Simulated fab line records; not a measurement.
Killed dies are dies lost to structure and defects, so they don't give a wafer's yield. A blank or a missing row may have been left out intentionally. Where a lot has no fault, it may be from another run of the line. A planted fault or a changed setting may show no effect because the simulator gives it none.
Chamber matching + flow nandHarc + NHARC_A_STAIRCASE_ETCH_292 on rieDiel-12: 4 sister chambers
The step etches the open film in CF4/CHF3. 4 wafers are shown with their chamber, then 7 later ones without.

## WAFERS PAIRED WITH THEIR CHAMBERS
| wafer  | chamber | showerheadPlenumPTorr (Torr) |
|--------|---------|------------------------------|
| L933.2 | 3       | 1.54                         |
| L934.6 | 2       | 1.49                         |
| L936.2 | 1       | 1.68                         |
| L936.3 | 0       | 1.62                         |

## WAFERS WITH NO CHAMBER GIVEN
| wafer  | showerheadPlenumPTorr (Torr) |
|--------|------------------------------|
| L936.6 | 1.53                         |
| L937.1 | 1.68                         |
| L937.5 | 1.49                         |
| L937.6 | 1.68                         |
| L940.1 | 1.62                         |
| L940.3 | 1.68                         |
| L940.5 | 1.62                         |

## EACH ONE'S CHAMBER
| wafer  | from the rows above | in truth |
|--------|---------------------|----------|
| L936.6 | 3                   | 3        |
| L937.1 | 1                   | 1        |
| L937.5 | 2                   | 2        |
| L937.6 | 1                   | 1        |
| L940.1 | 0                   | 0        |
| L940.3 | 1                   | 1        |
| L940.5 | 0                   | 0        |
Placed correctly: 7 of 7. From these rows, 0 cannot be placed. Wrongly placed: 0.
How it was worked out, from the rows above alone: a wafer's distance from a chamber is the root of the sum, over the readings, of the square of ((its reading less the chamber's mean) divided by the reading's scatter). If the next closest chamber is less than 2 further off than the closest, the wafer can't be placed; otherwise it belongs to the closest. The mean given for a chamber averages the wafers shown for that chamber. The scatter: root of mean squared gap, hidden wafer to nearest shown wafer, with one shown wafer a chamber.
